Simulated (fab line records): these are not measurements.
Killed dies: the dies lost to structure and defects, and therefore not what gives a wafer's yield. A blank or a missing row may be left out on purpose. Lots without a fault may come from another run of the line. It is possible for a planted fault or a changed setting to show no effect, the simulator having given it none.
Chamber matching + flow n5Finfet + N5_BEOL_M5_ILD_DEP_00 on pecvd-03 has 3 sister chambers
The step deposits SiCOH lowk from DEMS/porogen, target thk 140.64 nm, time 25.9 s. 6 wafers are shown with their chamber, then 8 later ones without.

== EACH WAFER AND ITS CHAMBER ==
| wafer  | chamber | throttleValvePct (%) | heaterPowerW (W) |
|--------|---------|----------------------|------------------|
| L080.6 | 2       | 13.2                 | 362              |
| L083.1 | 2       | 13.5                 | 307              |
| L087.5 | 1       | 14.8                 | 277              |
| L088.5 | 1       | 14.4                 | 322              |
| L088.6 | 0       | 14.4                 | 262              |
| L089.2 | 0       | 14.1                 | 271              |

== WAFERS MISSING THEIR CHAMBER ==
| wafer  | throttleValvePct (%) | heaterPowerW (W) |
|--------|----------------------|------------------|
| L089.5 | 14.3                 | 269              |
| L089.6 | 14.1                 | 298              |
| L090.2 | 14.5                 | 286              |
| L090.3 | 14.5                 | 314              |
| L090.5 | 14.3                 | 317              |
| L094.2 | 14.6                 | 239              |
| L094.3 | 12.5                 | 358              |
| L094.5 | 12.4                 | 351              |

== WHICH CHAMBER EACH WENT THROUGH ==
| wafer  | from the rows above     | in truth |
|--------|-------------------------|----------|
| L089.5 | can't be placed: 0 or 1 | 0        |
| L089.6 | can't be placed: 0 or 1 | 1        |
| L090.2 | can't be placed: 1 or 0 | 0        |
| L090.3 | can't be placed: 1 or 0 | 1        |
| L090.5 | can't be placed: 1 or 0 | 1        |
| L094.2 | can't be placed: 0 or 1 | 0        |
| L094.3 | 2                       | 2        |
| L094.5 | 2                       | 2        |
Placed correctly: 2 of 8. Not placeable from these rows: 6 (in 6, the candidates include the true chamber). Number placed wrongly: 0.
How it was worked out, from the rows above alone: a wafer's distance from a chamber is the root of the sum, over the readings, of the square of ((its reading less the chamber's mean) divided by the reading's scatter). If the next closest chamber is less than 2 further off than the closest, the wafer can't be placed; otherwise it belongs to the closest. A chamber's mean is the mean of its shown wafers. The scatter: take each reading less its chamber's mean, square it, sum over the shown wafers, divide by the number of wafers less the number of chambers, and take the root.
